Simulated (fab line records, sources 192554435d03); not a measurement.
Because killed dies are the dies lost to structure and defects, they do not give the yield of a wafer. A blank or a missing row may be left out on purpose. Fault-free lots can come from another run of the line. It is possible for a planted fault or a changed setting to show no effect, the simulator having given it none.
Matching of chambers | flow n5Finfet | 4 sister chambers for N5_BEOL_M10_CMP_52 on cmp-04
The step polishes, stops on SiCOH lowk, t overpolish 7 s, target thk 140 nm. 7 wafers are shown with their chamber, then 8 later ones without.

## WAFERS WITH THEIR CHAMBER
wafer  | chamber | timeToEndpointS (s) | motorCurrentA (A)
L089.4 | 0       | 65                  | 5.8
L088.2 | 0       | 65                  | 5.3
L088.6 | 1       | 71                  | 5.6
L087.1 | 2       | 68                  | 6.3
L087.2 | 1       | 73                  | 6.0
L087.6 | 2       | 70                  | 6.1
L091.3 | 3       | 58                  | 6.8

## WAFERS MISSING THEIR CHAMBER
wafer  | timeToEndpointS (s) | motorCurrentA (A)
L091.4 | 65                  | 5.5
L091.5 | 70                  | 6.1
L096.1 | 62                  | 6.7
L096.2 | 67                  | 5.6
L096.5 | 69                  | 6.3
L097.4 | 60                  | 6.9
L097.5 | 70                  | 5.5
L097.6 | 65                  | 5.3

## CHAMBER TAKEN BY EACH
wafer  | from the rows above     | in truth
L091.4 | 0                       | 0
L091.5 | can't be placed: 2 or 1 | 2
L096.1 | can't be placed: 3 or 0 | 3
L096.2 | can't be placed: 0 or 2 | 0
L096.5 | 2                       | 2
L097.4 | 3                       | 3
L097.5 | can't be placed: 1 or 2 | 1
L097.6 | 0                       | 0
Placed correctly: 4 of 8. Can't be placed from these rows: 4 (the true chamber is among the candidates in 4). Number placed wrongly: 0.
How it was worked out, from the rows above alone: a wafer's distance from a chamber is the root of the sum, over the readings, of the square of ((its reading less the chamber's mean) divided by the reading's scatter). The wafer belongs to the nearest chamber; if the next one is less than 2 further off, it can't be placed. Each chamber's mean is taken over the wafers shown for it. How the scatter is found: for the shown wafers, subtract from each reading the mean of its chamber, square and add these, divide the total by (wafers less chambers), then take the root.
